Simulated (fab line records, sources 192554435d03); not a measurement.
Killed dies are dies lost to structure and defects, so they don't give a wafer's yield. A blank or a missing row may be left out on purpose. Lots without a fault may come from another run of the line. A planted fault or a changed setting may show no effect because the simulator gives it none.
Which tool did it? | flow n5_finfet | 12 lots, 36 wafers sampled, at 5 steps of a route of 1938

WHAT THE GAUGES READ, wafer by wafer
N5_BEOL_M6_CD_MEAS_35: target cd 40 nm, target cd y 28 nm.
lot  | measured     | on        | cd_nm (nm)
L075 | day 9 02:19  | cd_sem-02 | 39.6 39.5 40.1
L077 | day 9 11:58  | cd_sem-01 | 40.4 40.4 40.2
L079 | day 9 19:05  | cd_sem-01 | 41.1 39.8 40.3
L081 | day 10 09:20 | cd_sem-01 | 40.5 40.4 40.0
L083 | day 10 23:04 | cd_sem-03 | 40.2 40.2 40.2
L085 | day 11 10:14 | cd_sem-02 | 40.2 39.8 39.9
L087 | day 12 07:11 | cd_sem-01 | 39.5 39.7 39.2
L088 | day 12 19:16 | cd_sem-02 | 40.0 39.3 39.9
L091 | day 12 20:57 | cd_sem-01 | 38.6 39.4 39.0
L093 | day 13 12:50 | cd_sem-03 | 39.3 39.6 40.1
L095 | day 14 00:19 | cd_sem-02 | 39.8 41.2 40.5
L097 | day 14 23:49 | cd_sem-03 | 39.7 40.3 40.2

WHICH TOOL RAN EACH LOT (tool, then ch and the chambers of the sampled wafers, then the start)
lot  | N5_BEOL_M5_CO_CAP_78             | N5_BEOL_M5_DEP_56               | N5_BEOL_M6_STRIP_67                | N5_BEOL_M6_ETCH_66
L075 | cvd_co-01 ch 0,1,2, day 8 21:04  | pecvd-04 ch 0,1,2, day 8 21:10  | rie_diel-06 ch 2,3, day 8 23:08    | rie_diel-05 ch 0,2,3, day 9 01:51
L077 | cvd_co-01 ch 0,1,2, day 9 05:55  | pecvd-01 ch 1,2, day 9 06:02    | rie_diel-02 ch 0,1,2, day 9 09:17  | rie_diel-05 ch 1,2,3, day 9 11:28
L079 | cvd_co-02 ch 0,2, day 9 15:34    | pecvd-04 ch 1,2, day 9 15:41    | rie_diel-06 ch 0,1, day 9 17:25    | rie_diel-05 ch 1,2,3, day 9 18:35
L081 | cvd_co-01 ch 0,1, day 10 04:48   | pecvd-02 ch 1,2, day 10 04:55   | rie_diel-05 ch 0,2,3, day 10 07:27 | rie_diel-05 ch 0,1,3, day 10 08:50
L083 | cvd_co-02 ch 0,1,2, day 10 16:07 | pecvd-04 ch 0,2, day 10 16:14   | rie_diel-05 ch 0,1, day 10 19:45   | rie_diel-05 ch 0,1, day 10 22:34
L085 | cvd_co-02 ch 0,1, day 11 06:11   | pecvd-04 ch 0,1,2, day 11 06:17 | rie_diel-06 ch 2,3, day 11 08:45   | rie_diel-02 ch 0,1,2, day 11 09:44
L087 | cvd_co-01 ch 0,2, day 11 22:29   | pecvd-01 ch 0,1,2, day 11 22:36 | rie_diel-02 ch 1,2, day 12 02:36   | rie_diel-06 ch 0,1,3, day 12 06:41
L088 | cvd_co-01 ch 0,1, day 12 12:35   | pecvd-02 ch 0,1,2, day 12 12:44 | rie_diel-05 ch 1,2,3, day 12 14:34 | rie_diel-02 ch 0,1,2, day 12 18:46
L091 | cvd_co-01 ch 0,1, day 12 15:03   | pecvd-01 ch 1,2, day 12 15:10   | rie_diel-06 ch 0,2,3, day 12 19:38 | rie_diel-05 ch 0,1,3, day 12 20:26
L093 | cvd_co-02 ch 1,2, day 13 06:10   | pecvd-02 ch 1,2, day 13 06:17   | rie_diel-06 ch 2,3, day 13 09:37   | rie_diel-06 ch 2,3, day 13 12:20
L095 | cvd_co-02 ch 0,2, day 13 19:23   | pecvd-04 ch 0,1, day 13 19:30   | rie_diel-02 ch 0,1,3, day 13 22:40 | rie_diel-05 ch 0,1, day 13 23:49
L097 | cvd_co-02 ch 0,2, day 14 17:49   | pecvd-01 ch 0,1,2, day 14 17:56 | rie_diel-05 ch 0,1,3, day 14 19:59 | rie_diel-02 ch 0,1, day 14 23:18
- N5_BEOL_M5_CO_CAP_78: material Co, precursor CCTBA/H2, target thk 2 nm, time 102.1 s.
- N5_BEOL_M5_DEP_56: deposits SiCN from 3MS/NH3, target thk 8 nm, time 14 s.
- N5_BEOL_M6_STRIP_67: strips in CF4.
- N5_BEOL_M6_ETCH_66: etches SOC in N2/H2, target depth 80 nm, overetch 16 nm, time 120 s.

THE ANSWER, worked out from the rows above alone
Rule: what is usual is taken from the lots themselves. Put in order of their means at a reading, lots are off if they are a third of the lots or fewer, leave a main group of 4 or more, and stand apart from it by a gap of 3 or more times the standard deviation of the main group's means; of several such gaps the widest counts. A main group whose means are all the same, to the digits that the tables above print for the reading, isn't used. A lot without any number at a reading at which 4 lots or more have one is off too. The other lots that the step has rows for count as sound.
No lot is off at any reading shown: from this, nothing can be told.

WHAT THE SIMULATOR HAD PUT IN
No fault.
